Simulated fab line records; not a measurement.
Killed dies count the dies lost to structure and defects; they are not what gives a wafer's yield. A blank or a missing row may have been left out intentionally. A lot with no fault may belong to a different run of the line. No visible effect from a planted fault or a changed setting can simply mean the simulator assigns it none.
fab line records | flow n5_finfet
record: lots: 6 | wafers: 18 | last_day: 17
route steps=1938 shown BEOL_M1@756 BEOL_M4@1111 PASSIVATION@1936
lots that met no fault: from a run of the same line without faults
start_h: hours from the record's first day to the start of the lot's first wafer shown | wait_h: hours from the lot's prior step to this one | " identical to the entry in the row above | L1.1+2: one row covering several wafers at once | - no value present, or no start provided | * or withheld: withheld | < > ~ a bound
route shown NAME@n: NAME is a module with steps in the file, n the number in the route of the first one | usual: average and standard deviation across the fault-free wafers | same: alike in all rows | chamber/n: place in a boat | sites: readings site by site | _std_site: standard deviation across them | _edge_site: the outer-site mean with the inner-site mean subtracted | radius_mm: for every site, how far away it sits from the centre of the wafer | mask NAME#n: copy n | behind: tool/chamber where the wafer was last shaped | hold: why the lot went on hold/how many hours it stayed there/how the hold came to an end | device: which transistor (n, p or np) failed to switch | end of line: the tests these same wafers got at the end of their route | where a step has no rows: the recipe by itself | killed: the dies lost at the first sort to structure and to defects; this is not the yield of the wafer | map: the dies of a wafer, with x for killed, . for not killed, _ for no die there
set.NAME: setting as actually run; set.NAME@STEP: the setting as run at that earlier step | model.NAME: the simulator's own value behind a step, which no gauge read
lots at selected steps of the route; one table per step, one row per wafer
services: a tool's chamber out of use, with start hour (start_h, from the record's first day; less than 0 if before it), hours out, and reason
== steps ==
step: N5_BEOL_M1_COAT_62
recipe: resist: SiARC | temp_c: 220 | time_s: 60 | spin_rpm: 1500 | resist_thk_nm: 12
step: N5_BEOL_M1_COAT_73
recipe: resist: underlayer | temp_c: 205 | time_s: 60 | spin_rpm: 1500 | resist_thk_nm: 5
step: N5_BEOL_M1_COAT_05
recipe: resist: CAR-EUV | spin_rpm: 1500 | resist_thk_nm: 30
step: N5_BEOL_M1_EBR_07
recipe: solvent: PGMEA | ebr_width_mm: 1.5
step: N5_BEOL_M1_SOFTBAKE_06
recipe: temp_c: 110 | time_s: 60 | resist: CAR-EUV
step: N5_BEOL_M1_EXPOSE_08
recipe: mask_id: M1 | na: 0.33 | source_shape: dipole | sigma_inner: 0.369 | sigma_outer: 0.767 | polarization: unpolarized | dose_mj: 33
step: N5_BEOL_M1_PEB_09
recipe: peb_temp_c: 100 | peb_time_s: 60 | resist: CAR-EUV
step: N5_BEOL_M1_DEVELOP_10
recipe: develop_time_s: 30 | developer: TMAH | resist: CAR-EUV | rinse_liquid: surfactant_rinse | dry: air_spin | dev_temp_c: 23
step: N5_BEOL_M1_CD_MEAS_11
recipe: target_cd_nm: 17.05 | landing_energy_ev: 500 | detector: se_inlens | polarity: opening
usual: cd_nm: 17.07/0.24
lot.wafer | tool      | chamber | start_h | wait_h | cd_nm
L199.1    | cd_sem-03 | 0       | 131.09  | -      | 17.59
L199.3    | "         | 0       | "       | "      | 17.09
L199.4    | "         | 0       | "       | "      | 16.94
L206.1    | cd_sem-02 | 0       | 174.69  | -      | 17.49
L206.3    | "         | 0       | "       | "      | 16.97
L206.6    | "         | 0       | "       | "      | 17.13
L207.2    | cd_sem-03 | 0       | 182.76  | -      | 17.06
L207.5    | "         | 0       | "       | "      | 17.27
L207.6    | "         | 0       | "       | "      | 16.61
L212.1    | cd_sem-01 | 0       | 204.97  | -      | 17.21
L212.2    | "         | 0       | "       | "      | 16.97
L212.3    | "         | 0       | "       | "      | 16.96
L219.1    | cd_sem-02 | 0       | 254.31  | -      | 17.42
L219.3    | "         | 0       | "       | "      | 17.24
L219.6    | "         | 0       | "       | "      | 17.28
L221.1    | cd_sem-02 | 0       | 259.01  | -      | 17.23
L221.2    | "         | 0       | "       | "      | 17.11
L221.5    | "         | 0       | "       | "      | 16.94
step: N5_BEOL_M1_OVL_MEAS_12
recipe: points_per_wafer: 522
usual: M1_OVL: 0.2/0.65
lot.wafer | tool       | chamber | start_h | wait_h | M1_OVL[nm]
L199.1    | overlay-02 | 0       | 131.12  | 0.0    | 0.1
L199.3    | "          | 0       | "       | "      | -0.4
L199.4    | "          | 0       | "       | "      | -0.5
L206.1    | overlay-01 | 0       | 174.72  | 0.0    | 0.0
L206.3    | "          | 0       | "       | "      | 1.8
L206.6    | "          | 0       | "       | "      | 0.3
L207.2    | overlay-01 | 0       | 182.79  | 0.0    | 1.4
L207.5    | "          | 0       | "       | "      | 1.3
L207.6    | "          | 0       | "       | "      | 1.7
L212.1    | overlay-01 | 0       | 205.00  | 0.0    | 0.2
L212.2    | "          | 0       | "       | "      | -0.1
L212.3    | "          | 0       | "       | "      | 0.5
L219.1    | overlay-02 | 0       | 254.34  | 0.0    | 0.3
L219.3    | "          | 0       | "       | "      | -0.2
L219.6    | "          | 0       | "       | "      | 0.0
L221.1    | overlay-01 | 0       | 259.04  | 0.0    | 0.0
L221.2    | "          | 0       | "       | "      | 0.1
L221.5    | "          | 0       | "       | "      | 1.1
step: N5_BEOL_M1_INSPECT_13
recipe: mode: adi | inspect_instrument: brightfield
usual: raw_defect_count: 428/96
lot.wafer | tool              | chamber | start_h | wait_h | raw_defect_count
L199.1    | defect_inspect-02 | -       | 131.18  | 0.1    | 391
L199.3    | "                 | -       | "       | "      | 520
L199.4    | "                 | -       | "       | "      | 473
L206.1    | defect_inspect-02 | -       | 174.78  | 0.1    | 706
L206.3    | "                 | -       | "       | "      | 467
L206.6    | "                 | -       | "       | "      | 558
L207.2    | defect_inspect-01 | -       | 182.84  | 0.0    | 343
L207.5    | "                 | -       | "       | "      | 349
L207.6    | "                 | -       | "       | "      | 319
L212.1    | defect_inspect-02 | -       | 205.35  | 0.4    | 422
L212.2    | "                 | -       | "       | "      | 462
L212.3    | "                 | -       | "       | "      | 384
L219.1    | defect_inspect-01 | -       | 254.40  | 0.1    | 294
L219.3    | "                 | -       | "       | "      | 287
L219.6    | "                 | -       | "       | "      | 324
L221.1    | defect_inspect-02 | -       | 259.10  | 0.1    | 446
L221.2    | "                 | -       | "       | "      | 709
L221.5    | "                 | -       | "       | "      | 563
step: N5_BEOL_M1_DESCUM_16
recipe: chemistry: O2 | time_s: 7 | source_power_w: 50 | bias_power_w: 20 | pressure_mtorr: 20 | rf_frequency_hz: 2.712e+07 | temp_c: 40 | resist: CAR-EUV | o2_flow_sccm: 225
usual: drypump_motor_current_A: 5.9/0.56 | o2_flow_sccm: 224.9/0.75 | oes_product_au: 0.81/0.081 | rf_vpp_V: 243.2/1.2 | showerhead_plenum_p_Torr: 2.09/0.06 | throttle_valve_pct: 20.35/0.24
lot.wafer | tool        | chamber | start_h | wait_h | drypump_motor_current_A | o2_flow_sccm | oes_product_au | rf_hours_counter_h | rf_vpp_V | showerhead_plenum_p_Torr | throttle_valve_pct
L199.1    | rie_diel-01 | 1       | 131.45  | 0.3    | 6.4                     | 226.4        | 0.91           | 27                 | 243.6    | 2.13                     | 20.56
L199.3    | "           | 3       | "       | "      | 6.3                     | 224.8        | 0.75           | 164                | 242.4    | 2.10                     | 20.26
L199.4    | "           | 0       | "       | "      | 5.1                     | 225.6        | 0.93           | 20                 | 242.6    | 2.06                     | 20.10
L206.1    | rie_diel-01 | 0       | 174.85  | 0.1    | 5.1                     | 225.4        | 0.90           | 35                 | 241.3    | 2.06                     | 20.13
L206.3    | "           | 3       | "       | "      | 6.3                     | 225.2        | 0.74           | 178                | 242.9    | 2.10                     | 20.29
L206.6    | "           | 3       | "       | "      | 6.3                     | 225.4        | 0.74           | -                  | 244.1    | 2.10                     | 20.27
L207.2    | rie_diel-01 | 2       | 182.88  | 0.0    | 6.8                     | 224.5        | 0.80           | 126                | 241.9    | 2.02                     | 20.03
L207.5    | "           | 3       | "       | "      | 6.3                     | 224.6        | 0.72           | -                  | 244.2    | 2.10                     | 20.29
L207.6    | "           | 0       | "       | "      | 5.1                     | 225.4        | 0.89           | -                  | 242.9    | 2.06                     | 20.13
L212.1    | rie_diel-04 | 2       | 205.40  | 0.0    | 5.7                     | 224.1        | 0.74           | 176                | 241.8    | 2.01                     | 20.38
L212.2    | "           | 0       | "       | "      | 6.1                     | 224.4        | 0.72           | 182                | 244.6    | 2.16                     | 20.47
L212.3    | "           | 1       | "       | "      | 5.0                     | 225.5        | 0.85           | 41                 | 244.6    | 2.16                     | 20.61
L219.1    | rie_diel-04 | 3       | 254.44  | 0.0    | 6.6                     | 226.2        | 0.78           | 154                | 240.9    | 2.02                     | 20.29
L219.3    | "           | 2       | "       | "      | 5.7                     | 224.5        | 0.72           | 190                | 242.1    | 2.01                     | 20.40
L219.6    | "           | 3       | "       | "      | 6.7                     | 224.8        | 0.79           | -                  | 240.0    | 2.02                     | 20.30
L221.1    | rie_diel-04 | 1       | 259.13  | 0.0    | 5.0                     | 225.9        | 0.83           | 55                 | 242.2    | 2.16                     | 20.65
L221.2    | "           | 3       | "       | "      | 6.7                     | 224.8        | 0.77           | 156                | 242.0    | 2.02                     | 20.30
L221.5    | "           | 3       | "       | "      | 6.7                     | 225.4        | 0.78           | -                  | 242.4    | 2.02                     | 20.31
step: N5_BEOL_M1_ETCH_74
recipe: chemistry: N2/H2 | target: underlayer | target_depth_a: 65 | mask_material: CAR-EUV | time_s: 5.2 | ion_energy_ev: 200 | pressure_mtorr: 30 | source_w: 840 | bias_w: 150 | n2_flow_sccm: 200 | h2_flow_sccm: 200 | ends: cleared
usual: drypump_motor_current_A: 5.9/0.56 | etch_rf_on_time_s: 5.24/0.18 | oes_product_au: 0.68/0.068 | rf_vpp_V: 523.9/2.4 | showerhead_plenum_p_Torr: 2.54/0.08 | throttle_valve_pct: 17.78/0.24
lot.wafer | tool        | chamber | start_h | wait_h | drypump_motor_current_A | etch_rf_on_time_s | oes_product_au | rf_hours_counter_h | rf_vpp_V | showerhead_plenum_p_Torr | throttle_valve_pct
L199.1    | rie_diel-01 | 1       | 131.48  | 0.0    | 6.3                     | 5.43              | 0.75           | 27                 | 525.3    | 2.58                     | 17.82
L199.3    | "           | 3       | "       | "      | 6.3                     | 5.35              | 0.64           | 164                | 523.4    | 2.51                     | 17.35
L199.4    | "           | 0       | "       | "      | 5.1                     | 5.04              | 0.79           | 20                 | 522.6    | 2.49                     | 17.56
L206.1    | rie_diel-01 | 0       | 174.89  | 0.0    | 5.1                     | 5.02              | 0.74           | 35                 | 523.4    | 2.48                     | 17.55
L206.3    | "           | 3       | "       | "      | 6.3                     | 3.65              | 0.78           | 178                | 523.1    | 2.50                     | 17.40
L206.6    | "           | 3       | "       | "      | 6.3                     | 5.40              | 0.63           | -                  | 524.6    | 2.50                     | 17.36
L207.2    | rie_diel-01 | 2       | 182.91  | 0.0    | 6.8                     | 3.45              | 0.86           | 126                | 519.0    | 2.47                     | 17.69
L207.5    | "           | 3       | "       | "      | 6.3                     | 3.68              | 0.78           | -                  | 524.5    | 2.50                     | 17.43
L207.6    | "           | 0       | "       | "      | 5.1                     | 5.00              | 0.76           | -                  | 521.9    | 2.48                     | 17.58
L212.1    | rie_diel-04 | 2       | 205.43  | 0.0    | 5.7                     | 5.49              | 0.61           | 176                | 519.5    | 2.43                     | 17.71
L212.2    | "           | 0       | "       | "      | 6.1                     | 5.39              | 0.60           | 182                | 526.5    | 2.65                     | 18.13
L212.3    | "           | 1       | "       | "      | 5.1                     | 5.11              | 0.75           | 41                 | 527.5    | 2.61                     | 17.98
L219.1    | rie_diel-04 | 3       | 254.47  | 0.0    | 6.7                     | 5.00              | 0.68           | 154                | 523.0    | 2.43                     | 17.61
L219.3    | "           | 2       | "       | "      | 5.7                     | 5.38              | 0.60           | 190                | 522.5    | 2.43                     | 17.74
L219.6    | "           | 3       | "       | "      | 6.6                     | 4.94              | 0.68           | -                  | 522.8    | 2.43                     | 17.60
L221.1    | rie_diel-04 | 1       | 259.17  | 0.0    | 5.0                     | 5.08              | 0.73           | 55                 | 524.1    | 2.61                     | 18.02
L221.2    | "           | 3       | "       | "      | 6.6                     | 4.96              | 0.67           | 156                | 523.1    | 2.43                     | 17.62
L221.5    | "           | 3       | "       | "      | 6.7                     | 5.00              | 0.68           | -                  | 521.3    | 2.43                     | 17.64
step: N5_BEOL_M1_ETCH_63
recipe: chemistry: CF4 | target: SiARC | target_depth_a: 156 | mask_material: CAR-EUV | time_s: 26 | ion_energy_ev: 80 | pressure_mtorr: 40 | source_w: 545 | bias_w: 36 | Ar_flow_sccm: 100 | cf4_flow_sccm: 100 | ends: cleared
usual: drypump_motor_current_A: 5.9/0.56 | etch_rf_on_time_s: 26.3/0.96 | oes_product_au: 0.69/0.07 | rf_vpp_V: 184.0/1 | showerhead_plenum_p_Torr: 2.14/0.06 | throttle_valve_pct: 15.50/0.2
lot.wafer | tool        | chamber | start_h | wait_h | drypump_motor_current_A | etch_rf_on_time_s | oes_product_au | rf_hours_counter_h | rf_vpp_V | showerhead_plenum_p_Torr | throttle_valve_pct
L199.1    | rie_diel-01 | 1       | 131.50  | 0.0    | 6.4                     | 26.8              | 0.76           | 27                 | 185.3    | 2.18                     | 15.61
L199.3    | "           | 3       | "       | "      | 6.3                     | 26.9              | 0.64           | 164                | 185.3    | 2.12                     | 15.31
L199.4    | "           | 0       | "       | "      | 5.1                     | 24.7              | 0.80           | 20                 | 184.3    | 2.09                     | 15.17
L206.1    | rie_diel-01 | 0       | 174.90  | 0.0    | 5.1                     | 25.1              | 0.76           | 35                 | 182.9    | 2.09                     | 15.21
L206.3    | "           | 3       | "       | "      | 6.2                     | 27.6              | 0.62           | 178                | 183.3    | 2.12                     | 15.34
L206.6    | "           | 3       | "       | "      | 6.3                     | 27.4              | 0.62           | -                  | 185.1    | 2.12                     | 15.34
L207.2    | rie_diel-01 | 2       | 182.93  | 0.0    | 6.8                     | 25.3              | 0.66           | 126                | 182.9    | 2.07                     | 15.30
L207.5    | "           | 3       | "       | "      | 6.3                     | 27.3              | 0.62           | -                  | 184.7    | 2.12                     | 15.35
L207.6    | "           | 0       | "       | "      | 5.1                     | 25.2              | 0.76           | -                  | 183.1    | 2.09                     | 15.23
L212.1    | rie_diel-04 | 2       | 205.45  | 0.0    | 5.7                     | 27.2              | 0.61           | 176                | 183.6    | 2.05                     | 15.52
L212.2    | "           | 0       | "       | "      | 6.1                     | 27.4              | 0.60           | 182                | 185.5    | 2.22                     | 15.71
L212.3    | "           | 1       | "       | "      | 5.0                     | 25.3              | 0.75           | 41                 | 186.3    | 2.18                     | 15.50
L219.1    | rie_diel-04 | 3       | 254.49  | 0.0    | 6.7                     | 25.1              | 0.68           | 154                | 183.6    | 2.07                     | 15.48
L219.3    | "           | 2       | "       | "      | 5.7                     | 27.3              | 0.61           | 190                | 183.0    | 2.05                     | 15.56
L219.6    | "           | 3       | "       | "      | 6.6                     | 25.1              | 0.68           | -                  | 182.5    | 2.07                     | 15.48
L221.1    | rie_diel-04 | 1       | 259.18  | 0.0    | 5.0                     | 25.1              | 0.73           | 55                 | 184.6    | 2.17                     | 15.51
L221.2    | "           | 3       | "       | "      | 6.7                     | 25.3              | 0.68           | 156                | 183.2    | 2.07                     | 15.46
L221.5    | "           | 3       | "       | "      | 6.7                     | 25.1              | 0.67           | -                  | 183.2    | 2.07                     | 15.48
step: N5_BEOL_M4_RC_MEAS_101
usual: DIBL_N: 36.9/2.1 | DIBL_P: 37.1/2.5 | IOFF_N: 0.17/0.039 | IOFF_P: 0.23/0.043 | ION_N: 673/15 | ION_P: 462/9.1 | SS_N: 71.8/0.69 | SS_P: 73.6/0.74 | VT_N: 250/3.6 | VT_P: -249.7/2.9
lot.wafer | tool      | chamber | start_h | wait_h | DIBL_N[mV/V] | DIBL_P[mV/V] | IOFF_N[nA/um] | IOFF_P[nA/um] | ION_N[uA/um] | ION_P[uA/um] | SS_N[mV/dec] | SS_P[mV/dec] | VT_N[mV] | VT_P[mV]
L199.1    | prober-02 | 0       | 177.68  | 0.0    | 38.0         | 38.5         | 0.19          | 0.26          | 676          | 470          | 72.5         | 74.5         | 248      | -245.8
L199.3    | "         | 0       | "       | "      | 34.6         | 34.4         | 0.13          | 0.18          | 653          | 447          | 71.3         | 73.0         | 254      | -249.8
L199.4    | "         | 0       | "       | "      | 35.9         | 38.0         | 0.17          | 0.25          | 668          | 464          | 71.7         | 73.8         | 251      | -246.4
L206.1    | prober-02 | 0       | 218.42  | 0.0    | 33.0         | 33.9         | 0.13          | 0.19          | 677          | 470          | 70.7         | 72.6         | 249      | -250.4
L206.3    | "         | 0       | "       | "      | 38.5         | 40.7         | 0.24          | 0.30          | 679          | 464          | 72.9         | 74.2         | 244      | -243.8
L206.6    | "         | 0       | "       | "      | 39.1         | 41.6         | 0.26          | 0.32          | 699          | 472          | 72.8         | 75.1         | 241      | -246.1
L207.2    | prober-01 | 0       | 224.87  | 0.2    | 36.7         | 35.3         | 0.14          | 0.21          | 675          | 467          | 71.2         | 73.8         | 256      | -251.4
L207.5    | "         | 0       | "       | "      | 39.5         | 38.2         | 0.20          | 0.27          | 696          | 471          | 72.6         | 74.0         | 248      | -247.0
L207.6    | "         | 0       | "       | "      | 38.9         | 37.7         | 0.18          | 0.25          | 657          | 451          | 72.2         | 74.4         | 250      | -247.9
L212.1    | prober-01 | 0       | 257.49  | 0.0    | 37.7         | 38.6         | 0.18          | 0.25          | 681          | 471          | 71.3         | 73.1         | 248      | -247.8
L212.2    | "         | 0       | "       | "      | 39.9         | 40.1         | 0.20          | 0.27          | 669          | 458          | 72.0         | 74.2         | 249      | -248.6
L212.3    | "         | 0       | "       | "      | 35.8         | 35.0         | 0.14          | 0.19          | 671          | 467          | 70.7         | 73.1         | 253      | -252.3
L219.1    | prober-01 | 0       | 299.41  | 0.0    | 34.9         | 35.0         | 0.15          | 0.21          | 673          | 461          | 71.7         | 73.4         | 250      | -247.6
L219.3    | "         | 0       | "       | "      | 37.7         | 37.8         | 0.22          | 0.28          | 680          | 468          | 72.5         | 74.2         | 245      | -246.1
L219.6    | "         | 0       | "       | "      | 35.2         | 35.1         | 0.17          | 0.23          | 676          | 471          | 71.3         | 73.2         | 247      | -246.1
L221.1    | prober-01 | 0       | 302.17  | 0.0    | 33.8         | 34.9         | 0.13          | 0.20          | 674          | 471          | 71.3         | 73.2         | 253      | -249.9
L221.2    | "         | 0       | "       | "      | 36.7         | 38.8         | 0.19          | 0.27          | 696          | 485          | 71.8         | 74.3         | 246      | -246.4
L221.5    | "         | 0       | "       | "      | 36.2         | 37.2         | 0.18          | 0.25          | 694          | 476          | 71.3         | 73.7         | 246      | -244.1
step: N5_PASSIVATION_PROBE_49
usual: defect_limited_yield: 91.3/1.4 | killed_at_M0_to_M3: 32/9.5 | killed_at_M4_up: 14/5.2 | killed_at_contacts: 13/5.7 | killed_at_front_end: 41/12 | killed_at_other: 3.5/2.6 | killed_dies: 103/17 | killed_open: 68/14 | killed_short: 32/7 | sort_bin_5_function: 5.0/0.91 | sort_bin_6_memory: 3.3/0.7 | sort_n_pass: 1076/17 | sort_yield_pct: 91.2/1.4
same: gross_dies: 1180 | killed_at_back_side: 0 | sort_bin_4_leakage[%]: 0 | sort_bin_8_speed[%]: 0
lot.wafer | tool      | chamber | start_h | wait_h | defect_limited_yield[%] | killed_at_M0_to_M3 | killed_at_M4_up | killed_at_contacts | killed_at_front_end | killed_at_other | killed_dies | killed_open | killed_short | sort_bin_5_function[%] | sort_bin_6_memory[%] | sort_n_pass | sort_yield_pct[%]
L206.1    | prober-01 | -       | 314.62  | 0.0    | 90.8                    | 33                 | 10              | 10                 | 52                  | 4               | 109         | 67          | 29           | 5.4                    | 2.5                  | 1071        | 90.8
L206.3    | prober-01 | -       | 314.72  | 0.1    | 92.3                    | 28                 | 11              | 17                 | 32                  | 3               | 91          | 59          | 32           | 4.7                    | 2.9                  | 1089        | 92.3
L206.6    | prober-01 | -       | 314.87  | 0.3    | 92.0                    | 22                 | 13              | 12                 | 45                  | 2               | 94          | 49          | 41           | 3.8                    | 3.4                  | 1086        | 92.0
L207.2    | prober-02 | -       | 331.30  | 0.1    | 89.9                    | 30                 | 17              | 15                 | 52                  | 5               | 119         | 73          | 44           | 6.7                    | 3.0                  | 1061        | 89.9
L207.5    | prober-02 | -       | 331.45  | 0.2    | 91.4                    | 21                 | 16              | 10                 | 53                  | 1               | 101         | 56          | 44           | 4.7                    | 3.4                  | 1079        | 91.4
L207.6    | prober-02 | -       | 331.50  | 0.3    | 92.8                    | 18                 | 8               | 15                 | 42                  | 2               | 85          | 56          | 27           | 3.9                    | 3.0                  | 1095        | 92.8
L219.1    | prober-02 | -       | 390.68  | 0.0    | 91.4                    | 32                 | 5               | 16                 | 40                  | 9               | 102         | 69          | 33           | 5.4                    | 2.9                  | 1078        | 91.4
L219.3    | prober-02 | -       | 390.78  | 0.1    | 89.5                    | 53                 | 16              | 10                 | 39                  | 6               | 124         | 85          | 35           | 5.6                    | 4.2                  | 1056        | 89.5
L219.6    | prober-02 | -       | 390.93  | 0.3    | 90.2                    | 43                 | 8               | 18                 | 43                  | 4               | 116         | 87          | 29           | 5.5                    | 3.9                  | 1064        | 90.2
killed by level:class
L206.1 FIN_SAQP:geometric_particle:open=13 HKMG_FIN:area_etch=13 STI_FIN_REVEAL:geometric_particle:open=8 MOL_CONTACT_COAG:geometric_particle:open=8 BEOL_M3:geometric_particle:open=7 BEOL_M2:geometric_particle:open=6 BEOL_M4:geometric_particle:open=6 FIN_SAQP:geometric_particle:short=5
L206.3 MOL_CONTACT_COAG:geometric_particle:open=15 BEOL_M1:geometric_particle:open=10 FIN_SAQP:geometric_particle:open=9 GATE_CUT:geometric_particle:short=5 BEOL_M0:geometric_particle:open=4 BEOL_M3:geometric_particle:open=4 BEOL_M4:geometric_particle:open=4 STARTING-WAFER:geometric_particle:short=4
L206.6 GATE_CUT:geometric_particle:short=10 MOL_CONTACT_COAG:geometric_particle:open=9 FIN_SAQP:geometric_particle:short=8 FIN_SAQP:geometric_particle:open=7 BEOL_M4:geometric_particle:open=7 BEOL_M1:geometric_particle:open=4 BEOL_M1:geometric_particle:short=4 BEOL_M2:geometric_particle:open=4
L207.2 FIN_SAQP:geometric_particle:open=19 BEOL_M4:geometric_particle:open=12 FIN_SAQP:geometric_particle:short=11 MOL_CONTACT_COAG:geometric_particle:open=11 STI_FIN_REVEAL:geometric_particle:open=9 BEOL_M0_SAQP:geometric_particle:short=8 BEOL_M0_SAQP:geometric_particle:open=6 BEOL_M2:geometric_particle:open=4
L207.5 FIN_SAQP:geometric_particle:open=19 FIN_SAQP:geometric_particle:short=16 MOL_CONTACT_COAG:geometric_particle:open=8 BEOL_M4:geometric_particle:open=8 BEOL_M0_SAQP:geometric_particle:short=5 BEOL_M2:geometric_particle:short=5 BEOL_M0_SAQP:geometric_particle:open=4 STARTING-WAFER:geometric_particle:short=4
L207.6 FIN_SAQP:geometric_particle:open=16 MOL_CONTACT_COAG:geometric_particle:open=14 FIN_SAQP:geometric_particle:short=8 GATE_CUT:geometric_particle:short=6 BEOL_M3:geometric_particle:short=4 BEOL_M4:geometric_particle:open=4 STI_FIN_REVEAL:geometric_particle:open=3 BEOL_M0:geometric_particle:open=3
L219.1 MOL_CONTACT_COAG:geometric_particle:open=13 FIN_SAQP:geometric_particle:open=12 BEOL_M2:geometric_particle:open=11 BEOL_M3:geometric_particle:open=8 DUMMY_GATE:geometric_particle:open=7 BEOL_M0_SAQP:geometric_particle:short=6 FIN_SAQP:geometric_particle:short=5 ILD0:geometric_particle:short=3
L219.3 BEOL_M3:geometric_particle:open=15 BEOL_M0_SAQP:geometric_particle:short=12 MOL_CONTACT_COAG:geometric_particle:open=10 BEOL_M0_SAQP:geometric_particle:open=10 FIN_SAQP:geometric_particle:open=9 BEOL_M4:geometric_particle:open=8 DUMMY_GATE:geometric_particle:open=7 BEOL_M2:geometric_particle:open=7
L219.6 BEOL_M3:geometric_particle:open=17 MOL_CONTACT_COAG:geometric_particle:open=16 DUMMY_GATE:geometric_particle:open=9 FIN_SAQP:geometric_particle:open=8 GATE_CUT:geometric_particle:short=7 BEOL_M2:geometric_particle:open=7 BEOL_M4:geometric_particle:open=6 STI_FIN_REVEAL:geometric_particle:open=5
== services ==
tool        | chamber | start_h | hours | kind
rie_diel-04 | 2       | 114.20  | 1.9   | repair
rie_diel-04 | -       | 131.63  | 0.8   | repair
rie_diel-04 | 0       | 132.51  | 11.9  | repair
rie_diel-01 | 3       | 165.35  | 3.0   | repair
rie_diel-01 | 2       | 220.07  | 16.1  | repair
== key ==
first_sign: step: N5_BEOL_M1_ETCH_74 | reading: etch_rf_on_time_s | direction: down | sigmas: 9.1 | usual: * | struck: *
effect none on later readings
met_at N5_BEOL_M1_ETCH_74
struck_wafers L206.3,L207.2,L207.5
baseline_loss: step: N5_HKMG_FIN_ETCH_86 | wafers: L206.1
onset_between 131.48 174.89
fault: kind: process_parameter_drift | tool: rie_diel-01 | chamber: - | onset_h: 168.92 | steps: N5_BEOL_M1_ETCH_74 | channel: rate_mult | offset: 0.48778 | shape: step | end_h: 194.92 | scope: struck_wafers_only
baseline_loss: these wafers lose ten dies or more at that step, a loss of the line's own and not of a fault; the sort's usual values leave them out
